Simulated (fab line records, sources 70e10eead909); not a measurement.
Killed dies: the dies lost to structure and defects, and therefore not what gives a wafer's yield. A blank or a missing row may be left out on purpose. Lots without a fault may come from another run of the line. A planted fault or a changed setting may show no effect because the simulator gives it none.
Comparing a struck lot with a sound one || flow nand-harc || 15 out of 1302 route steps
Sound: wafers L540.2, L540.5, L540.6. The struck wafers were L546.1, L546.2, L546.3. Last of all comes the cause.
For every step that has rows: the tool of each side, followed by ch and its chambers, followed by its first start. Under that, the readings that differ: sound wafers || struck wafers || difference of the means || sigmas: that difference in standard deviations of wafers without a fault.
alike: readings with means less than 2 such deviations apart, plus words and numbers identical on both sides. not compared: withheld readings, readings lacking a value on some wafer, bounds such as >300 that could conceal the same value, and numbers that have no deviation in the record and whose values overlap.
A row with sigmas, a row that says differs or no value, or rows on one side alone: a step with any of these is where the two part. Numbers that have no deviation but don't overlap get no sigmas and don't part them. A reading that every wafer of one side lacks parts them only if that side has two wafers or more.

first, 1 step without rows for these wafers: NHARC_P_ZERO_WELL_HARDBAKE_53 (time 80 s).
NHARC_P_ZERO_WELL_DESCUM_54: chemistry O2, time 3 s.
  sound on rie-diel-07 ch 0,3, day 4 03:41; struck on rie-diel-07 ch 0,1,2, day 6 15:50
{"reading": "drypump-motor-current-A (A)", "sound": "4.9 4.9 6.3", "struck": "6.1 6.3 5.9", "difference": "+0.7", "sigmas": "+2"}
  alike: oes-product-au, rf-vpp-V, showerhead-plenum-p-Torr, throttle-valve-pct
  not compared: rf-hours-counter-h
then, 5 steps without rows for these wafers: NHARC_P_ZERO_WELL_IMPLANT_55; NHARC_P_ZERO_WELL_IMPLANT_61; NHARC_P_ZERO_WELL_STRIP_56 (strips in SPM, time 840 s); NHARC_P_ZERO_WELL_PRECLEAN_68 (cleans in SC1, time 60 s); NHARC_P_ZERO_WELL_SRD_69.
NHARC_P_ZERO_WELL_RTA_42: time 300 s.
  sound on rtp-anneal-02 ch 0, day 4 04:48; struck on rtp-anneal-01 ch 0, day 6 16:49
{"reading": "lamp-power-pct (%)", "sound": "44 44 44", "struck": "36 36 36", "difference": -8, "sigmas": -2}
{"reading": "lamp_zone_3_pct (%)", "sound": "44 44 44", "struck": "36 36 36", "difference": -8, "sigmas": -2}
{"reading": "wafer_temp_C_max", "sound": "1106.4 1107.2 1108.0", "struck": "1102.8 1102.8 1103.1", "difference": -4.3, "sigmas": -3}
NHARC_P_ZERO_WELL_INSPECT_43:
  struck on defect-inspect-01, day 6 17:29; sound on defect-inspect-02, day 4 05:23
  alike: raw-defect-count
then, 3 steps without rows for these wafers: NHARC_P_STI_ETCH_26 (etches SiO2 in dHF, target depth 11 nm); NHARC_P_STI_PRECLEAN_27 (cleans in SC1); NHARC_P_STI_SRD_28.
NHARC_P_STI_OXIDE_29: material SiO2, target thk 10 nm, ox time 1362 s.
  sound on furnace-01 ch 0, day 4 09:41; struck on furnace-01 ch 0, day 7 08:59
  alike: tube-center-temp-C, zone-power-lower-pct, zone-power-upper-pct
then, 1 step without rows for these wafers: NHARC_P_STI_HM_DEP_30 (deposits Si3N4, target thk 80 nm, time 873 s).
-- record jumps: 21 days between struck wafers' starts before vs after; left off in module P_STI, resumes in module END, first step shown is number 1302 of the route --
NHARC_END_SORT_01:
  at this point the record logs the struck wafers (prober-01 ch 0, day 28 10:49) and has no rows for the sound ones

## WHERE THEY PART
First at NHARC_P_ZERO_WELL_DESCUM_54; last, within this record, at NHARC_END_SORT_01.

WHY: the cause the simulator had injected
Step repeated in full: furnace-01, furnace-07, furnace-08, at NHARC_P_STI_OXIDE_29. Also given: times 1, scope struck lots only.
